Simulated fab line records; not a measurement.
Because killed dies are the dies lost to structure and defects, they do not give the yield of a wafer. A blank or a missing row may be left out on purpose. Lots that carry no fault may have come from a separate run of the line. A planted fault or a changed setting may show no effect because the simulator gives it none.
Matching of chambers	flow n5 finfet	4 sister chambers for N5_BEOL_M12_DESCUM_15 on rie diel-06
The step chemistry O2, time 7.9 s. 8 wafers are shown with their chamber, then 12 later ones without.

## WAFERS WITH THEIR CHAMBER
wafer	chamber	drypump motor current A (A)	showerhead plenum p Torr (Torr)
L082.1	0	5.3	2.12
L083.2	0	5.3	2.11
L084.6	3	5.0	2.20
L087.4	2	5.4	2.14
L087.5	1	5.9	2.19
L091.1	3	4.9	2.20
L091.4	2	5.4	2.14
L091.6	1	5.9	2.19

## WAFERS WITHOUT THEIR CHAMBER
wafer	drypump motor current A (A)	showerhead plenum p Torr (Torr)
L090.1	5.4	2.14
L090.3	5.9	2.19
L090.6	5.4	2.14
L095.2	4.9	2.20
L095.4	5.3	2.14
L095.5	5.0	2.20
L097.1	5.9	2.18
L097.2	5.4	2.14
L097.3	4.9	2.19
L097.4	5.9	2.18
L097.5	4.9	2.19
L097.6	5.4	2.14

## EACH ONE'S CHAMBER
wafer	from the rows above	in truth
L090.1	2	2
L090.3	1	1
L090.6	2	2
L095.2	3	3
L095.4	2	2
L095.5	3	3
L097.1	1	1
L097.2	2	2
L097.3	3	3
L097.4	1	1
L097.5	3	3
L097.6	2	2
12 of 12 placed correctly. Can't be placed from these rows: 0. Placed wrongly: 0.
How it was worked out, from the rows above alone: a wafer's distance from a chamber is the root of the sum, over the readings, of the square of ((its reading less the chamber's mean) divided by the reading's scatter). If the next closest chamber is less than 2 further off than the closest, the wafer can't be placed; otherwise it belongs to the closest. The mean given for a chamber averages the wafers shown for that chamber. The scatter: the root of (the sum of the squares of (reading less its chamber's mean) over the shown wafers, divided by (wafers less chambers)).
